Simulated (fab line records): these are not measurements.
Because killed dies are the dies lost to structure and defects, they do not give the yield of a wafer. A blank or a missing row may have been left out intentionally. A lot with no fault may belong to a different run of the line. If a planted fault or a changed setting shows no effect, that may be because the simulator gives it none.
Struck lot and sound lot, side by side -- flow n5-finfet -- 40 out of 1938 route steps
Sound: wafers L900.1, L900.3, L900.6. Struck: wafer L887.4 (L887.5, L887.6, from the same lot, were not struck and are left out); the cause is given at the end.
Each step with rows lists, per side, the tool, then ch with its chambers, then its first start. Under that, the readings that differ: sound wafers -- struck wafers -- difference of the means -- sigmas: that difference in standard deviations of wafers without a fault.
alike: words and numbers the same on both sides, and readings whose means are apart by under 2 such deviations; not compared: readings that were withheld, readings missing a value for some wafer, numbers with overlapping values and no deviation given by the record, and bounds like >300 which may hide the same value.
A row with sigmas, a row that says differs or no value, or rows on one side alone: a step with any of these is where the two part. Non-overlapping numbers with no deviation appear without sigmas and do not part them. A reading missing from all wafers of one side parts the sides only when that side holds two or more wafers.

first, 9 steps without rows for these wafers: N5_MOL_CONTACT_COAG_PRE_CLEAN_121; N5_MOL_CONTACT_COAG_CVD_140 (deposits W, target thk 66.5 nm, time 215 s); N5_MOL_CONTACT_COAG_PRECLEAN_127 (cleans in DIW, time 57.5 s); N5_MOL_CONTACT_COAG_SRD_128 (dry time 32 s); N5_MOL_CONTACT_COAG_CMP_52 (polishes, stops on SiO2, t overpolish 1.5 s, target thk 66.5 nm); N5_MOL_CONTACT_COAG_ANNEAL_112 (time 1800 s); N5_BEOL_M0_SAQP_PECVD_00 (deposits SiCN from 3MS/NH3, target thk 8 nm, time 14 s); N5_BEOL_M0_SAQP_ILD_DEP_01 (deposits SiOC from DEMS/O2, target thk 45.419 nm, time 8.7 s); N5_BEOL_M0_SAQP_HM_DEP_02 (deposits TiN, target thk 12 nm).
N5_BEOL_M0_SAQP_PECVD_03: deposits SiCN from 3MS/NH3, target thk 12 nm, time 21.1 s.
  sound on pecvd-01 ch 0,1,2, day 11 02:38; struck on pecvd-01 ch 2, day 8 06:11
reading,sound,struck,difference,sigmas
run-length-s (s),51.8 50.4 52.1,54.7,+3.3,+5
model.SiCN_of_BEOL_M0_SAQP_PECVD_03.thk-nm (nm),11.8 11.4 11.8,13.8,+2.1,
  alike: showerhead-plenum-p-Torr, throttle-valve-pct
then, 25 steps without rows for these wafers: N5_BEOL_M0_SAQP_PECVD_96 (deposits a-Si from SiH4/He, target thk 45 nm, time 45.2 s); N5_BEOL_M0_SAQP_PECVD_97 (deposits SiNx from SiH4/NH3/N2, target thk 23 nm, time 19.9 s); N5_BEOL_M0_SAQP_PECVD_04 (deposits a-Si from SiH4/He, target thk 60 nm, time 60.2 s); N5_BEOL_M0_SAQP_HM_DEP_111 (deposits SiO2 from SiH4/N2O, target thk 12 nm, time 7.2 s); N5_BEOL_M0_SAQP_COAT_81 (time 60 s, resist thk 100 nm); N5_BEOL_M0_SAQP_COAT_82 (time 60 s, resist thk 30 nm); N5_BEOL_M0_SAQP_COAT_08 (resist thk 90 nm); N5_BEOL_M0_SAQP_EBR_10; N5_BEOL_M0_SAQP_SOFTBAKE_09 (time 60 s); N5_BEOL_M0_SAQP_EXPOSE_11 (exposes mask M0 CORE, target cd 42 nm); N5_BEOL_M0_SAQP_PEB_12 (peb time 60 s); N5_BEOL_M0_SAQP_DEVELOP_13 (develop time 30 s); N5_BEOL_M0_SAQP_DESCUM_19 (chemistry O2, time 7.9 s); N5_BEOL_M0_SAQP_ETCH_83 (etches SiARC in CF4, target depth 39 nm, time 65 s); N5_BEOL_M0_SAQP_ETCH_84 (etches SOC in N2/H2, target depth 100 nm, overetch 20 nm, time 150 s); N5_BEOL_M0_SAQP_STRIP_80 (strips in N2/H2); N5_BEOL_M0_SAQP_HM_OPEN_112 (chemistry CHF3/O2, target SiO2, stops on a-Si, target depth 12 nm, time 13.5 s); N5_BEOL_M0_SAQP_STRIP_113 (strips in CHF3/O2); N5_BEOL_M0_SAQP_MANDREL_ETCH_20 (etches a-Si in HBr/Cl2, stops on SiNx, target depth 60 nm, bt time 10 s, time 30 s); N5_BEOL_M0_SAQP_STRIP_86 (strips in N2/H2); N5_BEOL_M0_SAQP_STRIP_115 (strips in post etch residue remover, time 60 s); N5_BEOL_M0_SAQP_SRD_93 (time 30 s); N5_BEOL_M0_SAQP_RECESS_114 (chemistry HF/NH3, target SiO2, target depth 14.4 nm, afs cycles 3, sublimation time 60 s); N5_BEOL_M0_SAQP_SPACER1_ALD_98 (deposits SiO2, target thk 12.8 nm, pulse time 1 s, purge time 2 s); N5_BEOL_M0_SAQP_SPACER1_ETCHBACK_99 (etches SiO2 in CHF3/O2, target depth 15.4 nm, time 7.7 s).
N5_BEOL_M0_SAQP_RECESS_109: chemistry HF/NH3, target SiO2, target depth 3 nm, afs cycles 1, sublimation time 60 s.
  sound on vapor-etch-02 ch 0,1, day 11 06:00; struck on vapor-etch-02 ch 0, day 8 09:51
reading,sound,struck,difference,sigmas
model.SiCN_of_BEOL_M0_SAQP_PECVD_03.thk-nm (nm),8.2 8 8.4,10.2,+2.0,
  alike: drypump-motor-current-A, foreline-p-Torr
N5_BEOL_M0_ETCH_138: etches SiCN in CH3F/O2, target depth 12 nm, time 31.6 s.
  sound on rie-diel-06 ch 1,3, day 11 09:22; struck on rie-diel-01 ch 2, day 8 12:54
reading,sound,struck,difference,sigmas
etch-rf-on-time-s (s),26.6 26.0 26.9,34.6,+8.1,+8
model.etch.depth-nm (nm),8.184 8.024 8.304,10.18,+2.01,
  alike: drypump-motor-current-A, oes-product-au, rf-vpp-V, showerhead-plenum-p-Torr, throttle-valve-pct
  not compared: rf-hours-counter-h, model.SiO2_of_BEOL_M0_SAQP_SPACER2_ALD_26.thk-nm
N5_BEOL_M0_HM_OPEN_105: chemistry Cl2/BCl3, target TiN, target depth 12 nm.
  sound on rie-metal-02 ch 1, day 11 11:44; struck on rie-metal-02 ch 1, day 8 13:03
reading,sound,struck,difference,sigmas
model.SiO2_of_BEOL_M0_SAQP_SPACER2_ALD_26.thk-nm (nm),2.6 2.8 2.6,2.4,-0.3,
  alike: drypump-motor-current-A, oes-product-au, throttle-valve-pct
  not compared: rf-hours-counter-h
N5_BEOL_M0_ETCH_128: etches SiCN in CF4/N2, target depth 12 nm, overetch 5.1 nm, time 21.4 s.
  sound on rie-diel-01 ch 1,2, day 11 12:14; struck on rie-diel-02 ch 1, day 8 13:47
reading,sound,struck,difference,sigmas
model.etch.depth-nm (nm),8.184 8.024 8.304,10.18,+2.01,
  alike: cf4-flow-sccm, drypump-motor-current-A, n2-flow-sccm, oes-product-au, rf-vpp-V, showerhead-plenum-p-Torr, throttle-valve-pct
  not compared: rf-hours-counter-h
N5_BEOL_M4_RC_MEAS_101:
  sound on prober-01 ch 0, day 14 02:31; struck on prober-02 ch 0, day 10 00:35
  alike: DIBL_N, DIBL_P, IOFF_N, IOFF_P, ION_N, ION_P, SS_N, SS_P, VT_N, VT_P

WHERE THEY PART
Last at N5_BEOL_M0_ETCH_138 as far as this record goes, first at N5_BEOL_M0_SAQP_PECVD_03. Later steps at which nothing parts them and some readings are alike: N5_BEOL_M0_HM_OPEN_105, N5_BEOL_M0_ETCH_128, N5_BEOL_M4_RC_MEAS_101.

WHY: whatever the simulator had introduced
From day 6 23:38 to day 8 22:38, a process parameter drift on pecvd-01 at N5_BEOL_M0_SAQP_PECVD_03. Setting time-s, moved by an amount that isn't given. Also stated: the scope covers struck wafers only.
